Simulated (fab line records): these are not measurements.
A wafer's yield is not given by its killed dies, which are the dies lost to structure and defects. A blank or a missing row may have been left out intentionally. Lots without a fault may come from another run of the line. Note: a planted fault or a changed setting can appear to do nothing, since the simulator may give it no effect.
Which tool did it? -- flow n5-finfet -- 9 lots, 25 wafers sampled, at 6 steps of a route of 1938

WHAT THE GAUGES SHOWED, per wafer
N5_BEOL_M3_CD_MEAS_28: target cd 25.7 nm, target cd y 23.3 nm.
lot,measured,on,cd-nm (nm)
L153,day 7 08:59,cd-sem-03,26.03 26.27 25.94
L157,day 7 19:17,cd-sem-02,25.83 26.02 25.60
L158,day 8 13:29,cd-sem-03,25.26 25.57 20.94
L159,day 8 23:01,cd-sem-01,25.61 25.74 21.30
L161,day 9 02:07,cd-sem-03,26.00 25.97 20.79
L169,day 11 13:26,cd-sem-01,26.06 25.50 25.69
L173,day 12 17:52,cd-sem-01,25.80 25.75 25.54
L170,day 12 18:27,cd-sem-02,25.51 25.53
L175,day 12 21:14,cd-sem-01,25.45 25.87

N5_BEOL_M3_OVL_MEAS_29.
lot,measured,on,V2_OVL (nm)
L153,day 7 09:01,overlay-02,-0.6 0.3 -0.1
L157,day 7 19:19,overlay-02,0.4 0.0 -0.2
L158,day 8 13:31,overlay-01,0.9 1.0 -1.2
L159,day 8 23:04,overlay-02,-0.1 -0.7 -0.3
L161,day 9 02:08,overlay-02,0.0 0.8 0.1
L169,day 11 13:29,overlay-01,-0.6 0.0 -0.3
L173,day 12 17:53,overlay-02,0.2 0.4 0.3
L170,day 12 18:29,overlay-02,-0.4 0.5
L175,day 12 21:16,overlay-02,-1.7 -1.7

N5_BEOL_M4_RC_MEAS_101.
lot,measured,on,CHAIN_V2 (ohm/link),CHAIN_V2_max_site (ohm/link),DIBL_N (mV/V),DIBL_P (mV/V),IOFF_N (nA/um),IOFF_P (nA/um),ION_N (uA/um),ION_P (uA/um),SS_N (mV/dec),SS_P (mV/dec),VT_N (mV),VT_P (mV)
L153,day 8 08:06,prober-02,229 229 246,235 237 254,36.9 36.9 37.2,36.3 36.9 37.8,0.16 0.16 0.18,0.22 0.22 0.23,673 670 678,467 467 466,71.0 71.6 71.7,72.9 73.0 73.3,248 247 249,-250 -248 -248
L157,day 9 10:15,prober-02,248 242 237,257 251 248,37.4 38.0 35.2,34.9 36.7 31.8,0.14 0.16 0.11,0.19 0.21 0.15,667 666 652,458 458 450,71.9 71.9 70.9,73.1 73.1 71.9,251 249 257,-251 -251 -256
L158,day 9 13:08,prober-02,222 226 360,231 241 384,39.4 35.0 35.1,39.2 33.6 34.5,0.25 0.14 0.15,0.30 0.21 0.23,694 656 679,472 460 471,72.9 71.2 70.9,73.9 72.8 73.0,243 252 248,-246 -249 -248
L159,day 9 18:03,prober-02,222 238 354,231 250 370,34.4 35.4 35.9,33.7 35.4 35.8,0.13 0.14 0.15,0.19 0.21 0.22,676 668 673,468 460 464,71.2 71.7 71.1,73.0 72.4 73.9,254 252 248,-252 -248 -246
L161,day 9 19:36,prober-01,212 235,218 242,34.2 36.8,34.9 37.7,0.13 0.17,0.18 0.24,669 677,460 465,71.1 71.3,72.9 73.5,252 246,-253 -247
L169,day 12 07:14,prober-02,230 240 214,239 254 222,34.8 36.9 35.8,34.9 38.3 37.3,0.13 0.16 0.15,0.19 0.25 0.23,678 687 685,467 475 470,71.0 71.2 71.2,72.9 73.7 72.9,255 251 252,-248 -245 -249
L173,day 14 01:07,prober-02,230 232 225,238 237 228,38.3 37.0 36.4,36.8 34.8 35.6,0.17 0.15 0.15,0.22 0.20 0.21,676 687 677,462 465 474,71.4 71.8 71.5,73.8 72.7 73.0,248 250 250,-248 -249 -249
L170,day 13 17:26,prober-01,237 240,249 248,39.4 39.5,40.3 40.7,0.22 0.21,0.30 0.31,684 675,479 470,73.5 72.4,74.3 74.2,247 250,-246 -244
L175,day 14 20:22,prober-01,213 226,222 234,33.0 34.9,34.6 36.7,0.12 0.14,0.19 0.23,675 666,472 466,70.5 71.6,72.3 72.7,250 252,-252 -248

TOOL THAT RAN EACH LOT (tool first, then ch and the chambers of the sampled wafers, then the start)
lot,N5_BEOL_M3_EXPOSE_25,N5_BEOL_M3_DESCUM_33,N5_BEOL_M3_ETCH_77
L153,"euv-scanner-02 ch 0, day 7 08:50","rie-diel-03 ch 2,3, day 7 09:07","rie-diel-03 ch 2,3, day 7 09:09"
L157,"euv-scanner-01 ch 0, day 7 19:08","rie-diel-02 ch 0,1,3, day 7 19:25","rie-diel-02 ch 0,1,3, day 7 19:26"
L158,"euv-scanner-02 ch 0, day 8 13:21","rie-diel-03 ch 2,3, day 8 13:36","rie-diel-03 ch 2,3, day 8 13:38"
L159,"euv-scanner-02 ch 0, day 8 22:53","rie-diel-01 ch 0,2,3, day 8 23:08","rie-diel-01 ch 0,2,3, day 8 23:10"
L161,"euv-scanner-02 ch 0, day 9 01:58","rie-diel-01 ch 1,2, day 9 02:14","rie-diel-01 ch 1,2, day 9 02:16"
L169,"euv-scanner-02 ch 0, day 11 13:19","rie-diel-02 ch 0,1,2, day 11 13:34","rie-diel-02 ch 0,1,2, day 11 13:36"
L173,"euv-scanner-02 ch 0, day 12 17:43","rie-diel-02 ch 1,2,3, day 12 17:59","rie-diel-02 ch 1,2,3, day 12 18:01"
L170,"euv-scanner-02 ch 0, day 12 18:19","rie-diel-03 ch 2,3, day 12 18:34","rie-diel-03 ch 2,3, day 12 18:37"
L175,"euv-scanner-02 ch 0, day 12 21:06","rie-diel-02 ch 0,1, day 12 21:22","rie-diel-02 ch 0,1, day 12 21:24"
- N5_BEOL_M3_EXPOSE_25: exposes mask V2, defocus 5 nm.
- N5_BEOL_M3_DESCUM_33: chemistry O2, time 7 s.
- N5_BEOL_M3_ETCH_77: etches underlayer in N2/H2, target depth 6.5 nm, time 5.2 s.

AS READ BY THE TOOLS THEMSELVES (means over the sampled wafers that have a number; for cases with no such wafer, the mark the record gives instead)
N5_BEOL_M3_DESCUM_33.
lot,tool,bias-power-w (W),drypump-motor-current-A (A),oes-product-au (a.u.),rf-fwd-power-W (W),rf-vpp-V (V),showerhead-plenum-p-Torr (Torr),throttle-valve-pct (%)
L153,rie-diel-03,20.03,6.1,0.82,49.94,243.9,2.11,20.21
L157,rie-diel-02,20.04,5.7,0.78,49.28,242.0,2.01,20.52
L158,rie-diel-03,20.01,6.4,0.86,49.50,242.7,2.13,20.20
L159,rie-diel-01,20.05,5.8,0.88,49.52,243.4,2.10,20.12
L161,rie-diel-01,19.97,5.7,0.87,49.16,245.0,2.16,20.15
L169,rie-diel-02,19.99,5.7,0.84,49.37,241.7,2.02,20.46
L173,rie-diel-02,20.07,5.9,0.75,49.34,242.1,1.99,20.59
L170,rie-diel-03,20.04,6.2,0.78,49.59,244.8,2.10,20.25
L175,rie-diel-02,20.00,5.4,0.79,49.28,241.7,2.00,20.54

N5_BEOL_M3_ETCH_77.
lot,tool,drypump-motor-current-A (A),etch-rf-on-time-s (s),oes-product-au (a.u.),rf-fwd-power-W (W),rf-vpp-V (V),showerhead-plenum-p-Torr (Torr),throttle-valve-pct (%)
L153,rie-diel-03,6.1,5.11,0.70,821.6,523.8,2.57,17.6
L157,rie-diel-02,5.7,5.16,0.67,817.6,521.1,2.44,18.0
L158,rie-diel-03,6.4,5.03,0.73,820.3,525.5,2.58,17.6
L159,rie-diel-01,5.9,5.16,0.75,818.9,524.5,2.55,17.5
L161,rie-diel-01,5.7,5.13,0.74,817.6,525.9,2.64,17.7
L169,rie-diel-02,5.7,5.15,0.71,819.3,521.6,2.46,17.9
L173,rie-diel-02,5.9,5.24,0.64,819.4,519.6,2.43,18.1
L170,rie-diel-03,6.2,5.11,0.68,819.1,522.5,2.56,17.7
L175,rie-diel-02,5.4,5.10,0.68,819.8,521.6,2.44,18.0

THE ANSWER, worked out from the rows above alone
Rule: the usual values come from the lots themselves. Put in order of their means at a reading, lots are off if they are a third of the lots or fewer, leave a main group of 4 or more, and stand apart from it by a gap of 3 or more times the standard deviation of the main group's means; of several such gaps the widest counts. The tables above print the reading to a certain number of digits; a main group whose means all agree to those digits is not used. Also off: a lot with no number at a reading for which 4 or more lots have one. Where the step has rows for the other lots, those lots are counted as sound. First the gauges in route order, then the tools' own readings, where a lot's mean is used as printed above. The first step at which some lot is off is used, and at that step the reading that is off furthest; a lot without a number counts as furthest.
Off: L158, L159, L161 (N5_BEOL_M3_CD_MEAS_28, cd-nm). For the main group the mean is 25.75 nm and the standard deviation 0.17.
A tool fits if, at a process step before that reading, it ran every lot that is off, and no sound lot after the first of them. The gauges at N5_BEOL_M3_CD_MEAS_28 are tried like those tools. Of those tried, none fits.

WHAT THE SIMULATOR HAD PUT IN
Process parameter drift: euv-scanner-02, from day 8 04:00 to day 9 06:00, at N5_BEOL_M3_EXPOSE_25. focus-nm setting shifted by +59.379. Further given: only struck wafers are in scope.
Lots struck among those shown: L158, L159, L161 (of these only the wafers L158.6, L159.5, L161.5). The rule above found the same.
